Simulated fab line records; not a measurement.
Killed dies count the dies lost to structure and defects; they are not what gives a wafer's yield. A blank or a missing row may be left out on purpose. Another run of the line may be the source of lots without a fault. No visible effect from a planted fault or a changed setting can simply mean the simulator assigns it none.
Chamber matching    flow nandHarc    rieDiel-05 running NHARC_A_STAIRCASE_ETCH_253: 4 sister chambers
The step etches the open film in C4F8/O2, target depth 50 nm, time 20.2 s. 4 wafers are shown with their chamber, then 8 later ones without.

WAFERS WITH THEIR CHAMBER
wafer   chamber  rfVppV (V)
L083.2  3        904
L083.5  0        891
L083.6  1        894
L087.2  2        901

WAFERS WHOSE CHAMBER IS MISSING
wafer   rfVppV (V)
L087.3  890
L087.4  896
L087.1  904
L087.5  893
L087.6  890
L089.2  902
L089.3  893
L089.6  902

EACH ONE'S CHAMBER
wafer   from the rows above      in truth
L087.3  0                        0
L087.4  1                        1
L087.1  3                        3
L087.5  can't be placed: 1 or 0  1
L087.6  0                        0
L089.2  can't be placed: 2 or 3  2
L089.3  can't be placed: 1 or 0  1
L089.6  can't be placed: 2 or 3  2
Correctly placed: 4 of 8. Cannot be placed on the basis of these rows: 4; the candidates contain the true chamber in 4. Wrongly placed: 0.
How it was worked out, from the rows above alone: a wafer's distance from a chamber is the root of the sum, over the readings, of the square of ((its reading less the chamber's mean) divided by the reading's scatter). If the next closest chamber is less than 2 further off than the closest, the wafer can't be placed; otherwise it belongs to the closest. A chamber's mean is the mean of its shown wafers. The scatter: with one shown wafer a chamber, the root of the mean of the squares of how far each hidden wafer lies from its nearest shown one.
